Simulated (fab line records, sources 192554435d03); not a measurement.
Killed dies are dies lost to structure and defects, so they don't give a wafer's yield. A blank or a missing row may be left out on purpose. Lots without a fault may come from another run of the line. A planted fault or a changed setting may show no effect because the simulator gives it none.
Problem report in the 8D (eight disciplines) form, filled by code | flow n5_finfet | the parts of the form that need people (team, actions taken, sign-off) are left out

1. THE PROBLEM
cd_nm at N5_SD_EPI_N_CD_MEAS_09 reads a mean of 64.6 nm on 6 wafers of 2 lots; wafers without a fault read 119.2 nm with a standard deviation of 1.2. That is -46 standard deviations from the usual mean.
The step: target cd 120 nm.
First seen on wafer L871.1, day 6 10:53, on cd_sem-02. The record holds 42 wafers of 14 lots with a number at this step. Rule for "out", or "out of limits": more than 4 standard deviations from the usual mean. The other wafers with a number count as sound.

2. WHAT IT IS AND WHAT IT IS NOT
question                    | is                     | is not
which readings at this step | cd_nm                  | -
which lots                  | L871, L872             | L859, L860, L861, L862, L865, L873, L874, L875, L876, L879, L880, L881
which wafers of those lots  | all that have a number | -
read on which gauges        | cd_sem-02, cd_sem-03   | cd_sem-01
when                        | from day 6 10:53       | up to then (15 sound wafers); but 21 sound wafers of L873, L874, L875, L876, L879, L880, L881 came after

3. SUSPECTS, AND WHAT RULES EACH OUT
Counting: a tool at a process step up to the reading stays a suspect if it ran every lot that is out and no sound lot after the first of them.
- the gauge at N5_SD_EPI_N_CD_MEAS_09: ruled out. The wafers that are out were read on 2 gauges (cd_sem-02, cd_sem-03).
- rie_si-01 at N5_DUMMY_GATE_TRIM_49 (chemistry O2, time 29 s, target cd 14 nm): ruled out as a lasting fault. Sound lots L876, L879 ran on it after its first lot that is out, L871 (day 6 08:54).
- rie_diel-06 at N5_DUMMY_GATE_HM_OPEN_21 (chemistry CH3F/O2, target SiNx, target depth 120 nm, time 171.4 s): ruled out as a lasting fault. Sound lots L875, L880, L881 ran on it after its first lot that is out, L871 (day 6 09:11).
- litho_track-01 at N5_SD_EPI_N_PEB_07 (peb time 60 s): kept. It ran every lot that is out, first L871 (day 6 10:49), and no sound lot after that; its last sound lot up to then is L860 (day 3 16:31). Its own readings are out on those wafers: heater_power_total_W.
Left after counting: litho_track-01 at N5_SD_EPI_N_PEB_07.

4. THE CAUSE (what the simulator had put in)
Process parameter drift: litho_track-01, from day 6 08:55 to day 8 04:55, at N5_SD_EPI_N_PEB_07. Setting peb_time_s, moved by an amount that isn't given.
Counting left only this tool.

5. THE CHAIN OF EFFECTS, in route order
Each row: a reading whose mean over the struck wafers that have a number lies more than 3 standard deviations from the usual. Only readings for which the record gives a usual standard deviation are gone through. hours: the time from each lot's start at the first step in this table that gives one to its start at this step, as a median over the lots. sigmas: the change in usual standard deviations.
hours | step                   | reading              | usual    | on struck wafers | change | sigmas
0     | N5_SD_EPI_N_PEB_07     | heater_power_total_W | 175.1 W  | 368.2            | +193.1 | +99 or more
0     | N5_SD_EPI_N_CD_MEAS_09 | cd_nm                | 119.2 nm | 64.6             | -54.6  | -46
The process steps in it:
- N5_SD_EPI_N_PEB_07: peb time 60 s.

6. WHAT WOULD HAVE CAUGHT IT SOONER
In this record the first reading out of limits at a measuring or inspecting step was taken at day 6 10:53, 2 hours after the fault began at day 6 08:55.
The tool's own readings at N5_SD_EPI_N_PEB_07 were out on every struck wafer that the step has a row for (heater_power_total_W): an alarm limit on them would have fired on the first of those.
Of the lots that are out (2), L872 began N5_SD_EPI_N_PEB_07 on litho_track-01 after day 6 10:53. A hold on the tool at that time would have spared it.
